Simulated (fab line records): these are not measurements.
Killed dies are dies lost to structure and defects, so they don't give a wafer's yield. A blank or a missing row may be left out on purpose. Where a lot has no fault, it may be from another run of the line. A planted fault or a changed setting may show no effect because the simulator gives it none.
Which tool was responsible? | flow nand-harc | 6 lots, 18 wafers sampled, at 3 steps of a route of 1159

WHAT EACH GAUGE READ, for each wafer
NHARC_P_ZERO_WELL_CD_MEAS_24: the cd target is 720 nm.
lot  | measured    | on        | cd-nm (nm)
L990 | day 2 02:28 | cd-sem-03 | 719.1 716.0 714.6
L998 | day 4 02:35 | cd-sem-03 | 706.7 704.2 702.0
L104 | day 5 14:42 | cd-sem-01 | 714.9 712.0 721.3
L107 | day 6 08:20 | cd-sem-02 | 719.8 721.1 723.7
L109 | day 6 20:28 | cd-sem-01 | 719.9 719.3 718.6
L111 | day 7 08:39 | cd-sem-02 | 716.7 714.1 715.0

EACH LOT AND THE TOOL THAT RAN IT (in order: tool; ch and the chambers of the sampled wafers; start)
lot  | NHARC_P_ZERO_WELL_ETCH_63       | NHARC_P_ZERO_WELL_EXPOSE_21
L990 | rie-si-06 ch 0,1,3, day 2 01:32 | krf-scanner-02 ch 0, day 2 02:19
L998 | rie-si-03 ch 0,3, day 4 01:40   | krf-scanner-03 ch 0, day 4 02:26
L104 | rie-si-06 ch 0,1,2, day 5 13:48 | krf-scanner-03 ch 0, day 5 14:33
L107 | rie-si-02 ch 1,2,3, day 6 07:32 | krf-scanner-02 ch 0, day 6 08:10
L109 | rie-si-06 ch 0,3, day 6 19:31   | krf-scanner-02 ch 0, day 6 20:19
L111 | rie-si-06 ch 0,1,2, day 7 07:43 | krf-scanner-04 ch 0, day 7 08:30
- NHARC_P_ZERO_WELL_ETCH_63: etches the open film in HBr/Cl2, target depth 120 nm, time 40.1 s.
- NHARC_P_ZERO_WELL_EXPOSE_21: exposes mask P NWELL, target cd 720 nm.

THE ANSWER, worked out from the rows above alone
Rule: the usual values come from the lots themselves. The widest of any qualifying gaps counts: lots, ordered by their means at a reading, are off when they make up no more than a third of the lots, leave a main group of 4 or more, and stand apart from it by 3 or more times the standard deviation of that group's means. A main group is skipped when, at the precision printed for the reading in the tables above, its means are all equal. Also off: a lot with no number at a reading for which 4 or more lots have one. Where the step has rows for the other lots, those lots are counted as sound.
Off: L998 (NHARC_P_ZERO_WELL_CD_MEAS_24, cd-nm). For the main group the mean is 717.7 nm and the standard deviation 2.3.
If a tool, at a process step before that reading, ran all the lots that are off and no sound lot after the first of them, it fits. Gauges at NHARC_P_ZERO_WELL_CD_MEAS_24: tried the same way as those tools. This does not decide it: 2 tools fit, namely rie-si-03 at NHARC_P_ZERO_WELL_ETCH_63 and cd-sem-03 at NHARC_P_ZERO_WELL_CD_MEAS_24.

WHAT WAS PUT IN BY THE SIMULATOR
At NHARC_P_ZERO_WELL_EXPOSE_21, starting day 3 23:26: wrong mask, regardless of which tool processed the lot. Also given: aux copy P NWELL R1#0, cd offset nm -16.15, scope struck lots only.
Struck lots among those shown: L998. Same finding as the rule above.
